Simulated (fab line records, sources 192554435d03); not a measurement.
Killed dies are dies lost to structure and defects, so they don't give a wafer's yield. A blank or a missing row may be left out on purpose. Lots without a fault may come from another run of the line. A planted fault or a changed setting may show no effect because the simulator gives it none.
Which tool did it? | flow n5_finfet | 24 lots, 72 wafers sampled, at 3 steps of a route of 1938

WHAT THE GAUGES READ, wafer by wafer
N5_BEOL_M8_CD_MEAS_18: pitch 80 nm, target cd 40 nm.
lot  | measured     | on        | cd_nm (nm)
L074 | day 9 21:14  | cd_sem-03 | 39.4 39.8 39.9
L075 | day 10 01:43 | cd_sem-01 | 38.6 39.0 38.7
L076 | day 10 08:38 | cd_sem-03 | 39.8 40.2 40.1
L078 | day 10 12:31 | cd_sem-03 | 41.5 41.5 40.8
L077 | day 10 12:55 | cd_sem-02 | 40.1 38.9 39.3
L081 | day 11 07:55 | cd_sem-02 | 38.6 38.8 39.1
L080 | day 11 08:10 | cd_sem-03 | 40.2 40.6 40.3
L079 | day 11 08:23 | cd_sem-03 | 41.3 40.9 40.0
L083 | day 11 21:57 | cd_sem-02 | 40.3 40.1 38.5
L082 | day 12 02:58 | cd_sem-03 | 38.4 39.2 38.1
L086 | day 12 12:34 | cd_sem-02 | 40.0 39.6 39.3
L084 | day 12 12:44 | cd_sem-01 | 39.1 39.0 38.7
L085 | day 12 18:58 | cd_sem-01 | 37.9 38.3 37.5
L087 | day 13 02:26 | cd_sem-01 | 39.2 38.5 39.4
L088 | day 13 11:25 | cd_sem-03 | 39.4 38.6 39.3
L089 | day 13 11:31 | cd_sem-03 | 41.2 40.2 39.5
L090 | day 13 16:54 | cd_sem-03 | 39.9 40.2 39.6
L091 | day 14 08:42 | cd_sem-03 | 39.8 40.4 39.5
L093 | day 14 13:07 | cd_sem-03 | 39.1 38.2 38.4
L092 | day 14 19:37 | cd_sem-02 | 39.5 38.8 39.2
L095 | day 15 12:26 | cd_sem-03 | 38.9 39.9 39.4
L094 | day 15 12:32 | cd_sem-03 | 38.6 38.7 38.4
L097 | day 16 00:10 | cd_sem-02 | 39.8 39.2 40.5
L096 | day 16 00:25 | cd_sem-03 | 38.9 39.4 39.9

N5_BEOL_M8_INSPECT_30: inspects for defects (brightfield).
lot  | measured     | on                | raw_defect_count
L074 | day 9 23:12  | defect_inspect-02 | 562 414 482
L075 | day 10 02:08 | defect_inspect-02 | 338 340 422
L076 | day 10 10:38 | defect_inspect-01 | 360 308 310
L078 | day 10 14:05 | defect_inspect-01 | 402 409 422
L077 | day 10 14:08 | defect_inspect-02 | 373 337 556
L081 | day 11 09:50 | defect_inspect-01 | 331 317 399
L080 | day 11 09:48 | defect_inspect-02 | 414 350 503
L079 | day 11 09:56 | defect_inspect-02 | 471 546 713
L083 | day 12 00:46 | defect_inspect-02 | 517 519 512
L082 | day 12 03:38 | defect_inspect-02 | 425 398 429
L086 | day 12 14:30 | defect_inspect-01 | 454 521 504
L084 | day 12 14:32 | defect_inspect-01 | 414 475 446
L085 | day 12 19:47 | defect_inspect-01 | 412 397 479
L087 | day 13 04:47 | defect_inspect-02 | 504 553 549
L088 | day 13 15:12 | defect_inspect-01 | 419 396 361
L089 | day 13 15:02 | defect_inspect-01 | 385 454 440
L090 | day 13 17:17 | defect_inspect-01 | 445 258 411
L091 | day 14 10:03 | defect_inspect-02 | 445 420 604
L093 | day 14 14:45 | defect_inspect-02 | 418 364 276
L092 | day 14 20:09 | defect_inspect-01 | 424 466 465
L095 | day 15 14:04 | defect_inspect-02 | 232 291 264
L094 | day 15 13:46 | defect_inspect-02 | 440 434 428
L097 | day 16 00:43 | defect_inspect-02 | 219 215 235
L096 | day 16 00:56 | defect_inspect-02 | 514 422 493

WHICH TOOL RAN EACH LOT (tool, then ch and the chambers of the sampled wafers, then the start)
lot  | N5_BEOL_M8_PECVD_70
L074 | pecvd-02 ch 0,1,2, day 9 19:19
L075 | pecvd-02 ch 0,1,2, day 9 23:00
L076 | pecvd-02 ch 0,1,2, day 10 06:09
L078 | pecvd-02 ch 0,2, day 10 11:01
L077 | pecvd-02 ch 0,2, day 10 11:17
L081 | pecvd-04 ch 0,1,2, day 11 03:21
L080 | pecvd-02 ch 0,1,2, day 11 03:53
L079 | pecvd-04 ch 0,1,2, day 11 05:02
L083 | pecvd-03 ch 1,2, day 11 17:57
L082 | pecvd-04 ch 0,2, day 12 01:13
L086 | pecvd-04 ch 0,1, day 12 11:13
L084 | pecvd-02 ch 0,1,2, day 12 11:18
L085 | pecvd-02 ch 0,2, day 12 16:58
L087 | pecvd-04 ch 1,2, day 13 00:03
L088 | pecvd-02 ch 0,2, day 13 08:11
L089 | pecvd-03 ch 0,1,2, day 13 09:17
L090 | pecvd-04 ch 0,2, day 13 12:34
L091 | pecvd-02 ch 0,1,2, day 14 07:23
L093 | pecvd-02 ch 0,1,2, day 14 10:55
L092 | pecvd-03 ch 0,2, day 14 16:28
L095 | pecvd-02 ch 0,1,2, day 15 08:28
L094 | pecvd-02 ch 0,1, day 15 09:28
L097 | pecvd-02 ch 0,1, day 15 21:28
L096 | pecvd-04 ch 0,1,2, day 15 22:13
- N5_BEOL_M8_PECVD_70: deposits SiO2 from TEOS/O2, target thk 20 nm, time 22.7 s.

WHAT THE TOOLS THEMSELVES READ (means of the sampled wafers that have a number; where no wafer has one, the mark that the record gives instead)
N5_BEOL_M8_PECVD_70.
lot  | tool     | heater_power_w (W) | showerhead_plenum_p_Torr (Torr) | throttle_valve_pct (%)
L074 | pecvd-02 | 598                | 8.75                            | 23.7
L075 | pecvd-02 | 619                | 8.74                            | 23.7
L076 | pecvd-02 | 626                | 8.75                            | 23.6
L078 | pecvd-02 | 672                | 8.72                            | 23.5
L077 | pecvd-02 | 685                | 8.76                            | 22.7
L081 | pecvd-04 | 683                | 8.68                            | 22.0
L080 | pecvd-02 | 574                | 8.75                            | 23.7
L079 | pecvd-04 | 635                | 8.68                            | 21.9
L083 | pecvd-03 | 662                | 8.79                            | 22.7
L082 | pecvd-04 | 620                | 8.66                            | 21.9
L086 | pecvd-04 | 665                | 8.71                            | 23.4
L084 | pecvd-02 | 660                | 8.75                            | 23.6
L085 | pecvd-02 | 633                | 8.72                            | 23.5
L087 | pecvd-04 | 657                | 8.70                            | 21.0
L088 | pecvd-02 | 626                | 8.73                            | 23.5
L089 | pecvd-03 | 657                | 8.80                            | 22.8
L090 | pecvd-04 | 698                | 8.66                            | 21.9
L091 | pecvd-02 | 628                | 8.74                            | 23.6
L093 | pecvd-02 | 651                | 8.74                            | 23.7
L092 | pecvd-03 | 722                | 8.80                            | 22.7
L095 | pecvd-02 | 607                | 8.73                            | 23.6
L094 | pecvd-02 | 629                | 8.73                            | 24.6
L097 | pecvd-02 | 660                | 8.73                            | 24.6
L096 | pecvd-04 | 646                | 8.70                            | 22.3

THE ANSWER, worked out from the rows above alone
Rule: what is usual is taken from the lots themselves. Put in order of their means at a reading, lots are off if they are a third of the lots or fewer, leave a main group of 4 or more, and stand apart from it by a gap of 3 or more times the standard deviation of the main group's means; of several such gaps the widest counts. A main group whose means are all the same, to the digits that the tables above print for the reading, isn't used. A lot without any number at a reading at which 4 lots or more have one is off too. The other lots that the step has rows for count as sound. The gauges are gone through in route order, then the tools' own readings, and for those a lot's mean is taken as printed above. The first step at which some lot is off is used, and at that step the reading that is off furthest; a lot without a number counts as furthest.
No lot is off at any reading shown: from this, nothing can be told.

WHAT THE SIMULATOR HAD PUT IN
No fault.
